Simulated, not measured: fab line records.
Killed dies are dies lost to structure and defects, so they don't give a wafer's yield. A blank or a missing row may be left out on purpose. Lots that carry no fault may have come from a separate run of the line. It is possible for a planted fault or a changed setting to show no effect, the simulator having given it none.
Matching of chambers / flow nand harc / 4 sister chambers for NHARC_A_CHANNEL_HOLE_D2_ETCH_38 on rie diel-05
The step etches the open film in CF4, target depth 39 nm, time 65 s. 8 wafers are shown with their chamber, then 7 later ones without.

== WAFERS PAIRED WITH THEIR CHAMBERS ==
wafer=L134.5; chamber=3; showerhead plenum p Torr (Torr)=1.74; drypump motor current A (A)=5.3
wafer=L136.5; chamber=0; showerhead plenum p Torr (Torr)=1.84; drypump motor current A (A)=5.7
wafer=L138.1; chamber=1; showerhead plenum p Torr (Torr)=1.83; drypump motor current A (A)=5.9
wafer=L147.2; chamber=1; showerhead plenum p Torr (Torr)=1.82; drypump motor current A (A)=5.8
wafer=L147.3; chamber=0; showerhead plenum p Torr (Torr)=1.84; drypump motor current A (A)=5.7
wafer=L147.4; chamber=3; showerhead plenum p Torr (Torr)=1.74; drypump motor current A (A)=5.4
wafer=L148.2; chamber=2; showerhead plenum p Torr (Torr)=1.86; drypump motor current A (A)=5.9
wafer=L148.5; chamber=2; showerhead plenum p Torr (Torr)=1.86; drypump motor current A (A)=5.9

== WAFERS WHOSE CHAMBER IS MISSING ==
wafer=L148.6; showerhead plenum p Torr (Torr)=1.82; drypump motor current A (A)=5.8
wafer=L150.2; showerhead plenum p Torr (Torr)=1.74; drypump motor current A (A)=5.3
wafer=L150.4; showerhead plenum p Torr (Torr)=1.82; drypump motor current A (A)=5.8
wafer=L150.5; showerhead plenum p Torr (Torr)=1.86; drypump motor current A (A)=5.9
wafer=L153.1; showerhead plenum p Torr (Torr)=1.84; drypump motor current A (A)=5.6
wafer=L153.2; showerhead plenum p Torr (Torr)=1.74; drypump motor current A (A)=5.3
wafer=L153.5; showerhead plenum p Torr (Torr)=1.74; drypump motor current A (A)=5.3

== CHAMBER TAKEN BY EACH ==
wafer=L148.6; from the rows above=1; in truth=1
wafer=L150.2; from the rows above=3; in truth=3
wafer=L150.4; from the rows above=1; in truth=1
wafer=L150.5; from the rows above=2; in truth=2
wafer=L153.1; from the rows above=0; in truth=0
wafer=L153.2; from the rows above=3; in truth=3
wafer=L153.5; from the rows above=3; in truth=3
Correctly placed: 7 of 7. Number that these rows cannot place: 0. 0 placed wrongly.
How it was worked out, from the rows above alone: a wafer's distance from a chamber is the root of the sum, over the readings, of the square of ((its reading less the chamber's mean) divided by the reading's scatter). If the next closest chamber is less than 2 further off than the closest, the wafer can't be placed; otherwise it belongs to the closest. Each chamber's mean is taken over the wafers shown for it. The scatter is the square root of a quotient: the sum, over the shown wafers, of each reading's squared deviation from its chamber's mean, divided by wafers minus chambers.
